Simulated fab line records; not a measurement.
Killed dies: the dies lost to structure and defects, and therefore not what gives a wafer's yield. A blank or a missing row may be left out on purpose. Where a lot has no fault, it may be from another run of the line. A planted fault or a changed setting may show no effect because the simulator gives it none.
fab line records	flow nand-harc
record: lots: 12	wafers: 36	last-day: 33
route steps=1302 shown P_GATE@141 END@1302
lots untouched by any fault: they come from a run of this same line in which no faults occurred
start-h: the number of hours between the record's first day and the start of the first shown wafer of the lot	wait-h: hours elapsed since this lot's preceding step	" same as the row above	L1.1+2: one row covering several wafers at once	- either no value or no given start	* or withheld: withheld	< > ~ a bound
route shown NAME@n: NAME is a module with steps in the file, n the number in the route of the first one	usual: the fault-free wafers' mean and standard deviation	same: alike in all rows	chamber/n: place in a boat	sites: per-site readings	_std_site: standard deviation of those values	_edge_site: outer sites' mean less inner sites'	radius-mm: for every site, how far away it sits from the centre of the wafer	mask NAME#n: copy n	behind: tool/chamber where the wafer was last shaped	hold: the reason the lot was held/the length of the hold in hours/how it ended	device: the transistor (n, p or np) that didn't switch	end of line: the route-end tests of the same wafers	for a step that has no rows: nothing shown but its recipe	killed: at the first sort, the dies lost to defects and structure; wafer yield is something else	map: shows each die of a wafer: x if killed, . if not, _ if none is there
set.NAME: the setting that was run; set.NAME@STEP: the one run at that earlier step	model.NAME: the simulator's own value behind a step, which no gauge read
the route's steps for a sample of lots (tables are steps, rows are wafers)
services: the hour from which a tool's chamber was out of use, counted from the record's first day as start-h (under 0 if before that day), plus the number of hours and why
== steps ==
step: NHARC_P_GATE_CD_MEAS_26
recipe: target-cd-nm: 120	landing-energy-ev: 500
usual: cd-nm: 120.1/0.6
lot.wafer	tool	chamber	start-h	wait-h	cd-nm
L156.4	cd-sem-02	0	97.35	-	119.2
L156.5	"	0	"	"	121.1
L156.6	"	0	"	"	120.3
L157.3	cd-sem-03	0	104.62	-	119.6
L157.4	"	0	"	"	119.9
L157.6	"	0	"	"	120.6
L161.2	cd-sem-03	0	142.34	-	119.9
L161.4	"	0	"	"	119.5
L161.5	"	0	"	"	121.0
L170.3	cd-sem-03	0	245.30	-	120.8
L170.4	"	0	"	"	120.6
L170.5	"	0	"	"	120.2
L171.1	cd-sem-03	0	245.82	-	119.8
L171.3	"	0	"	"	120.0
L171.5	"	0	"	"	119.8
L172.3	cd-sem-03	0	253.95	-	120.7
L172.4	"	0	"	"	119.8
L172.6	"	0	"	"	120.9
L173.1	cd-sem-03	0	263.56	-	120.5
L173.2	"	0	"	"	120.6
L173.4	"	0	"	"	120.0
L174.1	cd-sem-01	0	273.59	-	120.9
L174.3	"	0	"	"	121.5
L174.5	"	0	"	"	122.4
L175.4	cd-sem-02	0	292.75	-	119.4
L175.5	"	0	"	"	120.3
L175.6	"	0	"	"	120.0
L176.1	cd-sem-02	0	295.09	-	119.9
L176.2	"	0	"	"	120.9
L176.3	"	0	"	"	119.9
L178.2	cd-sem-01	0	319.26	-	119.5
L178.5	"	0	"	"	119.7
L178.6	"	0	"	"	120.1
L179.2	cd-sem-01	0	322.76	-	120.2
L179.3	"	0	"	"	121.1
L179.5	"	0	"	"	120.5
step: NHARC_P_GATE_OVL_MEAS_27
usual: overlay-x-nm: 0.1/0.75	overlay-y-nm: -0.1/0.81
lot.wafer	tool	chamber	start-h	wait-h	overlay-x-nm	overlay-y-nm
L156.4	overlay-01	-	97.44	-	0.9	-2.0
L156.5	"	-	"	"	1.1	-2.2
L156.6	"	-	"	"	0.7	-2.3
L157.3	overlay-02	-	104.71	-	0.3	0.1
L157.4	"	-	"	"	-0.5	-0.1
L157.6	"	-	"	"	0.3	0.2
L161.2	overlay-02	-	142.42	-	1.0	0.2
L161.4	"	-	"	"	0.4	-0.6
L161.5	"	-	"	"	0.4	-1.2
L170.3	overlay-02	-	245.39	-	-0.6	-0.9
L170.4	"	-	"	"	-1.3	0.1
L170.5	"	-	"	"	-0.6	-0.9
L171.1	overlay-02	-	245.91	-	0.6	-0.5
L171.3	"	-	"	"	0.7	-0.4
L171.5	"	-	"	"	0.8	-0.5
L172.3	overlay-02	-	254.04	-	-1.4	-0.4
L172.4	"	-	"	"	-1.0	0.8
L172.6	"	-	"	"	-0.2	-0.1
L173.1	overlay-01	-	263.65	-	-0.1	0.0
L173.2	"	-	"	"	-0.4	0.4
L173.4	"	-	"	"	-0.3	0.3
L174.1	overlay-01	-	273.68	-	-1.0	0.3
L174.3	"	-	"	"	-0.6	0.2
L174.5	"	-	"	"	-0.2	0.4
L175.4	overlay-02	-	292.83	-	-1.3	0.3
L175.5	"	-	"	"	-1.1	-0.6
L175.6	"	-	"	"	-1.1	0.0
L176.1	overlay-01	-	295.18	-	1.0	-0.4
L176.2	"	-	"	"	1.5	-0.4
L176.3	"	-	"	"	0.7	0.1
L178.2	overlay-01	-	319.35	-	0.0	-0.9
L178.5	"	-	"	"	0.6	-1.0
L178.6	"	-	"	"	0.2	-0.7
L179.2	overlay-01	-	322.84	-	0.5	-0.3
L179.3	"	-	"	"	0.2	0.1
L179.5	"	-	"	"	0.9	0.2
step: NHARC_P_GATE_ETCHBACK_37
recipe: target-depth-a: 345	time-s: 17.2	chf3-flow-sccm: 50	o2-flow-sccm: 10	ar-flow-sccm: 200	rf-w: 500	bias-w: 200	chemistry: CHF3/O2
usual: drypump-motor-current-A: 5.6/0.44	oes-product-au: 0.95/0.034	rf-vpp-V: 371.1/2.1	showerhead-plenum-p-Torr: 2.42/0.085	throttle-valve-pct: 20.572/0.0093
lot.wafer	tool	chamber	start-h	wait-h	drypump-motor-current-A	oes-product-au	rf-hours-counter-h	rf-vpp-V	showerhead-plenum-p-Torr	throttle-valve-pct
L156.4	rie-diel-02	0	-	-	5.5	1.00	2.7	372.1	2.54	20.576
L156.6	"	0	"	"	5.5	1.00	-	372.3	2.54	20.559
L156.5	"	1	"	"	6.4	1.00	-	369.8	2.38	20.585
L157.3	rie-diel-09	3	-	-	5.1	1.00	5.7	368.4	2.30	20.557
L157.4	"	1	"	"	5.8	0.99	5.9	374.0	2.54	20.580
L157.6	"	2	"	"	4.8	0.99	-	369.9	2.38	20.575
L161.4	rie-diel-02	2	-	-	5.4	0.92	5.7	371.8	2.47	20.580
L161.2	"	3	"	"	5.2	0.91	5.7	372.2	2.50	20.550
L161.5	"	2	"	"	5.5	0.92	-	373.7	2.47	20.569
L170.4	rie-diel-09	2	-	-	4.7	0.93	4.9	370.7	2.38	20.557
L170.3	"	3	"	"	5.1	0.93	5.3	367.5	2.30	20.583
L170.5	"	2	"	"	4.8	0.94	-	370.2	2.38	20.585
L171.1	rie-diel-02	0	-	-	5.5	0.91	2.7	373.3	2.53	20.569
L171.3	"	2	"	"	5.4	0.91	2.3	371.6	2.47	20.566
L171.5	"	1	"	"	6.4	0.93	-	368.9	2.38	20.567
L172.4	rie-diel-09	0	-	-	5.8	0.98	5.9	368.2	2.33	20.571
L172.3	"	2	"	"	4.7	1.00	5.1	371.5	2.38	20.582
L172.6	"	0	"	"	5.8	0.98	-	368.7	2.33	20.577
L173.1	rie-diel-04	3	-	-	5.4	0.95	4.7	370.0	2.43	20.560
L173.2	"	1	"	"	6.2	0.92	6.1	369.9	2.33	20.570
L173.4	"	1	"	"	6.2	0.92	-	368.8	2.33	20.567
L174.3	rie-diel-04	1	-	-	6.2	0.92	6.5	369.9	2.33	20.556
L174.1	"	3	"	"	5.4	0.92	5.6	372.1	2.43	20.584
L174.5	"	1	"	"	6.2	0.91	-	367.8	2.33	20.578
L175.5	rie-diel-04	3	-	-	5.3	0.94	-	371.8	2.43	20.563
L175.6	"	0	"	"	5.8	0.95	-	369.8	2.41	20.574
L175.4	"	2	"	"	5.8	0.92	-	367.7	2.26	20.571
L176.1	rie-diel-02	1	-	-	6.4	0.93	3.6	371.2	2.38	20.562
L176.3	"	2	"	"	5.4	0.94	3.2	371.1	2.47	20.568
L176.2	"	3	"	"	5.2	0.95	4.5	374.2	2.50	20.578
L178.2	rie-diel-04	3	-	-	5.3	0.93	7.4	371.7	2.43	20.576
L178.6	"	1	"	"	6.2	0.92	-	369.5	2.33	20.586
L178.5	"	2	"	"	5.7	0.92	-	367.3	2.26	20.569
L179.2	rie-diel-02	0	-	-	5.5	0.92	7.0	374.7	2.53	20.577
L179.3	"	1	"	"	6.4	0.93	5.6	370.7	2.38	20.566
L179.5	"	1	"	"	6.4	0.93	-	370.3	2.38	20.565
step: NHARC_P_GATE_EXPOSE_56
recipe: na: 0.6	target-cd-nm: 720	dose-mj: 14.81	mask-id: P_PSD
lot.wafer	tool	chamber	start-h	wait-h	mask
L156.4+5+6	krf-scanner-03	0	111.15	-	P_PSD#0
L157.3+4+6	krf-scanner-04	0	118.24	-	P_PSD#0
L161.2+4+5	krf-scanner-03	0	156.39	-	P_NSD#0
L170.3+4+5	krf-scanner-03	0	258.89	-	P_PSD#0
L171.1+3+5	krf-scanner-01	0	261.56	-	P_PSD#0
L172.3+4+6	krf-scanner-04	0	267.44	-	P_PSD#0
L173.1+2+4	krf-scanner-01	0	277.24	-	P_PSD#0
L174.1+3+5	krf-scanner-03	0	287.26	-	P_PSD#0
L175.4+5+6	krf-scanner-04	0	306.31	-	P_PSD#0
L176.1+2+3	krf-scanner-03	0	310.74	-	P_PSD#0
L178.2+5+6	krf-scanner-03	0	332.96	-	P_PSD#0
L179.2+3+5	krf-scanner-01	0	336.82	-	P_PSD#0
step: NHARC_P_GATE_CD_MEAS_59
recipe: target-cd-nm: 720	landing-energy-ev: 500
usual: cd-nm: 719.5/2.2
lot.wafer	tool	chamber	start-h	wait-h	cd-nm
L156.4	cd-sem-01	0	111.31	-	721.8
L156.5	"	0	"	"	717.3
L156.6	"	0	"	"	718.9
L157.3	cd-sem-02	0	118.40	-	720.8
L157.4	"	0	"	"	721.0
L157.6	"	0	"	"	716.1
L161.2	cd-sem-01	0	156.55	-	-
L161.4	"	0	"	"	-
L161.5	"	0	"	"	-
L170.3	cd-sem-03	0	259.04	-	718.4
L170.4	"	0	"	"	719.2
L170.5	"	0	"	"	721.2
L171.1	cd-sem-03	0	261.72	-	717.9
L171.3	"	0	"	"	719.3
L171.5	"	0	"	"	719.3
L172.3	cd-sem-02	0	267.59	-	717.3
L172.4	"	0	"	"	717.4
L172.6	"	0	"	"	720.8
L173.1	cd-sem-03	0	277.40	-	719.3
L173.2	"	0	"	"	721.7
L173.4	"	0	"	"	719.9
L174.1	cd-sem-03	0	287.42	-	719.1
L174.3	"	0	"	"	721.8
L174.5	"	0	"	"	721.0
L175.4	cd-sem-03	0	306.45	-	721.9
L175.5	"	0	"	"	721.2
L175.6	"	0	"	"	719.9
L176.1	cd-sem-01	0	310.89	-	720.7
L176.2	"	0	"	"	719.9
L176.3	"	0	"	"	716.4
L178.2	cd-sem-02	0	333.11	-	719.5
L178.5	"	0	"	"	717.9
L178.6	"	0	"	"	716.7
L179.2	cd-sem-03	0	336.98	-	723.4
L179.3	"	0	"	"	722.6
L179.5	"	0	"	"	723.8
step: NHARC_END_SORT_01
recipe: temp-c: 25
usual: killed-at-array: 54/21	killed-at-other: 1.0/1.2	killed-at-periphery: 3.6/2.6	killed-dies: 58/20	killed-open: 3.3/1.9	killed-short: 2.6/1.5
same: gross-dies: 677
lot.wafer	tool	chamber	start-h	wait-h	hold	killed-at-array	killed-at-other	killed-at-periphery	killed-dies	killed-open	killed-short
L156.4	prober-01	0	574.76	3.4	-	45	3	3	51	2	3
L156.5	prober-01	0	575.57	3.7	-	56	3	3	62	3	4
L156.6	prober-01	0	576.37	4.0	-	41	4	4	49	3	2
L161.2	prober-01	0	603.34	2.8	await-dispo/3.8h/scrap	87	0	590	677	2	3
L161.4	prober-01	0	604.95	3.4	await-dispo/3.8h/scrap	87	0	590	677	1	3
L161.5	prober-01	0	605.75	3.7	await-dispo/3.8h/scrap	93	0	584	677	5	3
L174.1	prober-02	0	740.54	2.5	-	66	1	6	73	6	2
L174.3	prober-02	0	742.13	3.1	-	58	2	3	63	2	4
L174.5	prober-02	0	743.73	3.7	-	69	0	1	70	6	4
L178.2	prober-01	0	789.04	2.8	-	38	1	4	43	4	7
L178.5	prober-01	0	791.39	3.6	-	26	1	5	32	1	3
L178.6	prober-01	0	792.17	3.9	-	49	1	5	55	7	3
killed by level:class
L156.4 A_CHANNEL_HOLE_D2:chamber-film-flake=35 A_CHANNEL_FILL_D2:geometric-particle:short=3 A_CONTACT:chamber-film-flake=3 THIN_TSV:chamber-film-flake=3 P_STI:chamber-film-flake=2 A_STAIRCASE:chamber-film-flake=2 A_CHANNEL_FILL_D1:geometric-particle:open=1 A_CHANNEL_FILL_D2:geometric-particle:open=1
L156.5 A_CHANNEL_HOLE_D2:chamber-film-flake=36 A_WL_FILL:chamber-film-flake=4 A_CHANNEL_HOLE_D1:chamber-film-flake=3 A_STAIRCASE:chamber-film-flake=3 THIN_TSV:chamber-film-flake=3 A_ONON_D2:geometric-particle:short=2 A_ZERO_WELL:chamber-film-flake=2 A_CONTACT:chamber-film-flake=2
L156.6 A_CHANNEL_HOLE_D2:chamber-film-flake=31 THIN_TSV:chamber-film-flake=4 A_CONTACT:chamber-film-flake=3 A_ONON_D2:geometric-particle:short=2 P_STI:chamber-film-flake=2 A_STAIRCASE:chamber-film-flake=2 P_CONTACT:geometric-particle:open=1 P_M0:geometric-particle:open=1
L161.2 P_GATE:area-expose=588 A_CHANNEL_HOLE_D2:chamber-film-flake=31 A_CHANNEL_HOLE_D1:chamber-film-flake=24 A_SLIT:chamber-film-flake=22 A_STAIRCASE:chamber-film-flake=4 P_GATE:chamber-film-flake=2 A_SOURCE_PLATE:geometric-particle:short=1 A_CHANNEL_FILL_D1:geometric-particle:short=1
L161.4 P_GATE:area-expose=589 A_SLIT:chamber-film-flake=26 A_CHANNEL_HOLE_D2:chamber-film-flake=24 A_CHANNEL_HOLE_D1:chamber-film-flake=24 A_STAIRCASE:chamber-film-flake=5 A_DECK1_JOINT:geometric-particle:short=2 A_DECK1_JOINT:chamber-film-flake=2 A_CONTACT:chamber-film-flake=2
L161.5 P_GATE:area-expose=580 A_CHANNEL_HOLE_D1:chamber-film-flake=31 A_SLIT:chamber-film-flake=28 A_CHANNEL_HOLE_D2:chamber-film-flake=22 A_WL_FILL:geometric-particle:short=2 P_GATE:chamber-film-flake=2 A_DECK1_JOINT:chamber-film-flake=2 A_STAIRCASE:chamber-film-flake=2
L174.1 A_SLIT:chamber-film-flake=27 A_CHANNEL_HOLE_D2:chamber-film-flake=19 A_CHANNEL_HOLE_D1:chamber-film-flake=11 A_ONON_D2:geometric-particle:open=3 A_CHANNEL_FILL_D2:geometric-particle:open=2 P_ZERO_WELL:chamber-film-flake=2 P_GATE:geometric-particle:short=1 P_M1:geometric-particle:open=1
L174.3 A_SLIT:chamber-film-flake=29 A_CHANNEL_HOLE_D2:chamber-film-flake=16 A_CHANNEL_HOLE_D1:chamber-film-flake=6 A_STAIRCASE:chamber-film-flake=2 P_GATE:geometric-particle:short=1 P_CONTACT:geometric-particle:short=1 A_ONON_D1:geometric-particle:open=1 A_CHANNEL_FILL_D1:geometric-particle:open=1
L174.5 A_SLIT:chamber-film-flake=26 A_CHANNEL_HOLE_D2:chamber-film-flake=15 A_CHANNEL_HOLE_D1:chamber-film-flake=7 A_ZERO_WELL:chamber-film-flake=3 A_STAIRCASE:chamber-film-flake=3 A_CONTACT:chamber-film-flake=3 A_CHANNEL_FILL_D2:geometric-particle:open=2 A_WL_FILL:chamber-film-flake=2
L178.2 A_CHANNEL_HOLE_D1:chamber-film-flake=11 A_SLIT:chamber-film-flake=10 A_SGD_CUT:geometric-particle:short=2 P_GATE:chamber-film-flake=2 A_DECK1_JOINT:chamber-film-flake=2 A_CHANNEL_FILL_D2:chamber-film-flake=2 A_CONTACT:chamber-film-flake=2 P_GATE:geometric-particle:short=1
L178.5 A_CHANNEL_HOLE_D1:chamber-film-flake=11 A_SLIT:chamber-film-flake=6 P_ZERO_WELL:chamber-film-flake=2 A_DECK1_JOINT:chamber-film-flake=2 A_CHANNEL_HOLE_D2:chamber-film-flake=2 P_GATE:geometric-particle:short=1 A_WL_FILL:geometric-particle:short=1 A_WL_FILL:geometric-particle:open=1
L178.6 A_CHANNEL_HOLE_D1:chamber-film-flake=22 A_SLIT:chamber-film-flake=12 A_STAIRCASE:chamber-film-flake=3 A_CHANNEL_FILL_D1:geometric-particle:open=2 A_WL_FILL:geometric-particle:open=2 P_GATE:chamber-film-flake=2 A_CONTACT:chamber-film-flake=2 P_M0:geometric-particle:open=1
== services ==
tool	chamber	start-h	hours	kind
krf-scanner-04	-	90.47	2.4	repair
krf-scanner-01	-	140.00	4.0	pm
rie-diel-09	-	143.10	9.0	pm
krf-scanner-03	-	143.33	0.3	repair
krf-scanner-01	-	151.42	6.4	repair
rie-diel-02	2	175.33	5.0	repair
rie-diel-04	-	177.97	9.0	pm
krf-scanner-04	-	182.03	4.0	pm
rie-diel-09	-	208.35	5.2	repair
rie-diel-02	-	216.70	9.0	pm
krf-scanner-04	-	219.83	2.0	repair
krf-scanner-03	-	220.89	1.1	repair
krf-scanner-03	-	224.00	4.0	pm
krf-scanner-04	-	230.04	0.7	repair
krf-scanner-01	-	230.77	0.3	repair
rie-diel-04	2	272.85	2.9	repair
rie-diel-02	2	284.47	4.8	repair
krf-scanner-03	-	298.20	0.3	repair
krf-scanner-01	-	304.57	4.3	repair
rie-diel-02	-	304.69	0.1	repair
krf-scanner-01	-	312.00	4.0	pm
rie-diel-09	-	320.10	9.0	pm
rie-diel-04	3	323.75	3.1	repair
krf-scanner-03	-	324.19	0.4	repair
== key ==
first-sign: step: NHARC_P_GATE_EXPOSE_56	reading: mask	direction: changed
effect: step: NHARC_P_GATE_CD_MEAS_59	reading: cd-nm	direction: missing
effect: step: NHARC_END_SORT_01	reading: killed-at-periphery	direction: up	sigmas: 99+	usual: 3.6	struck: 588
more-kills-born-at: NHARC_P_GATE_EXPOSE_56@krf-scanner-03: 1757
met-at NHARC_P_GATE_EXPOSE_56
struck-lots L161
later-rows-left-out L161.2,L161.4,L161.5
tester-left-out L161
not-acting-at NHARC_P_GATE_CD_MEAS_26,NHARC_P_GATE_OVL_MEAS_27,NHARC_P_GATE_ETCHBACK_37
onset-between 111.15 156.39
fault: kind: wrong-mask	tool: any	chamber: -	onset-h: 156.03	steps: NHARC_P_GATE_EXPOSE_56	aux-copy: P_NSD#0	scope: struck-lots-only
tester-left-out: of these lots the tester's yield and bins aren't shown, on N5 and GAA mostly nor the transistor test; their killed dies are dies lost to structure and defects alone, not to doping, threshold or leakage, so they don't give the yield
later-rows-left-out: the simulator's readings of these wafers behind a module that went badly wrong aren't trusted and aren't shown, but for the sort
